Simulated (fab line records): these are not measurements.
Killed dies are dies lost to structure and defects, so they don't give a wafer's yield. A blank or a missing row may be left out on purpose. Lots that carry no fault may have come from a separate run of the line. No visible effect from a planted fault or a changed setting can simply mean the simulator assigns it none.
Which of the tools did it? + flow n5-finfet + 9 lots with 24 wafers sampled at 2 steps, on a route of 1938 steps

== WHAT THE GAUGES READ, wafer by wafer ==
N5_BEOL_M0_CUTY_CD_MEAS_57: the cd target is 200 nm.
| lot  | measured     | on        | cd-nm (nm)        |
|------|--------------|-----------|-------------------|
| L761 | day 6 07:04  | cd-sem-03 | 199.9 199.3 200.4 |
| L762 | day 6 15:20  | cd-sem-02 | 201.2 198.9 200.2 |
| L763 | day 6 21:07  | cd-sem-02 | 199.5 200.5 199.7 |
| L770 | day 8 20:21  | cd-sem-01 | 200.3 199.4 200.5 |
| L776 | day 9 22:05  | cd-sem-02 | 199.7 83.3        |
| L777 | day 10 11:40 | cd-sem-01 | 88.8 88.1         |
| L779 | day 10 16:53 | cd-sem-03 | 200.9 91.5        |
| L780 | day 11 06:07 | cd-sem-03 | 198.8 198.2 198.8 |
| L781 | day 11 11:55 | cd-sem-02 | 200.7 200.6 199.8 |

== TOOL THAT RAN EACH LOT (tool first, then ch and the chambers of the sampled wafers, then the start) ==
| lot  | N5_BEOL_M0_CUTY_EXPOSE_54          |
|------|------------------------------------|
| L761 | arfi-scanner-01 ch 0, day 6 06:57  |
| L762 | arfi-scanner-01 ch 0, day 6 15:13  |
| L763 | arfi-scanner-01 ch 0, day 6 21:00  |
| L770 | arfi-scanner-02 ch 0, day 8 20:14  |
| L776 | arfi-scanner-01 ch 0, day 9 21:58  |
| L777 | arfi-scanner-01 ch 0, day 10 11:33 |
| L779 | arfi-scanner-01 ch 0, day 10 16:46 |
| L780 | arfi-scanner-03 ch 0, day 11 06:01 |
| L781 | arfi-scanner-02 ch 0, day 11 11:47 |
- N5_BEOL_M0_CUTY_EXPOSE_54: exposes mask M0 ABLK.

== THE ANSWER, worked out from the rows above alone ==
Rule: the lots themselves supply what counts as usual. The widest of any qualifying gaps counts: lots, ordered by their means at a reading, are off when they make up no more than a third of the lots, leave a main group of 4 or more, and stand apart from it by 3 or more times the standard deviation of that group's means. If all means in a main group match to the digits the tables above print for the reading, that group is not used. A lot without any number at a reading at which 4 lots or more have one is off too. The other lots that the step has rows for count as sound.
Off, at N5_BEOL_M0_CUTY_CD_MEAS_57 on cd-nm: L776, L777, L779. Mean 199.8 nm and standard deviation 0.57 in the main group.
A tool fits if, at a process step before that reading, it ran every lot that is off, and no sound lot after the first of them. Gauges at N5_BEOL_M0_CUTY_CD_MEAS_57: tried the same way as those tools. One fits: N5_BEOL_M0_CUTY_EXPOSE_54 on arfi-scanner-01. A fault onset in the window from L763 (day 6 21:00, its last sound lot) to L776 (day 9 21:58, its first lot off) fits.

== WHAT THE SIMULATOR HAD PUT IN ==
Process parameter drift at N5_BEOL_M0_CUTY_EXPOSE_54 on arfi-scanner-01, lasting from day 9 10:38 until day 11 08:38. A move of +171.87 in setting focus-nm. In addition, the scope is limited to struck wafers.
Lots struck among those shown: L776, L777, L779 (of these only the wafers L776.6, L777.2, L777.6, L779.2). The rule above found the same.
